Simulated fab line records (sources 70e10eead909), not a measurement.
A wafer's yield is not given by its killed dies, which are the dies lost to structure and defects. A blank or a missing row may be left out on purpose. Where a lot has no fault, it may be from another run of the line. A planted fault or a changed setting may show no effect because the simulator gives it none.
Chamber matching + flow nand harc + NHARC_A_WL_FILL_STRIP_29 on rie diel-12 has 4 sister chambers
The step strips in O2, time 20 s. 4 wafers are shown with their chamber, then 6 later ones without.

== WAFERS, EACH WITH ITS CHAMBER ==
| wafer  | chamber | oes product au (a.u.) |
|--------|---------|-----------------------|
| L296.5 | 3       | 0.998                 |
| L298.2 | 0       | 0.992                 |
| L303.3 | 2       | 0.998                 |
| L303.5 | 1       | 0.993                 |

== WAFERS WHOSE CHAMBER IS MISSING ==
| wafer  | oes product au (a.u.) |
|--------|-----------------------|
| L303.6 | 0.995                 |
| L306.3 | 0.996                 |
| L306.5 | 1.003                 |
| L309.3 | 0.995                 |
| L309.4 | 0.999                 |
| L309.6 | 0.998                 |

== WHICH CHAMBER EACH WENT THROUGH ==
| wafer  | from the rows above               | in truth |
|--------|-----------------------------------|----------|
| L303.6 | can't be placed: 1 or 0 or 2 or 3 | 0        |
| L306.3 | can't be placed: 2 or 3 or 1 or 0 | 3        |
| L306.5 | can't be placed: 2 or 3 or 1      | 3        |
| L309.3 | can't be placed: 1 or 0 or 2 or 3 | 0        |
| L309.4 | can't be placed: 2 or 3 or 1      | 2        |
| L309.6 | can't be placed: 2 or 3 or 1      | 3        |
Correctly placed: 0 of 6. These rows do not allow placing 6 (true chamber among the candidates in 6). Wrongly placed: 0.
How it was worked out, from the rows above alone: a wafer's distance from a chamber is the root of the sum, over the readings, of the square of ((its reading less the chamber's mean) divided by the reading's scatter). If the next closest chamber is less than 2 further off than the closest, the wafer can't be placed; otherwise it belongs to the closest. The mean given for a chamber averages the wafers shown for that chamber. The scatter: with one shown wafer a chamber, the root of the mean of the squares of how far each hidden wafer lies from its nearest shown one.
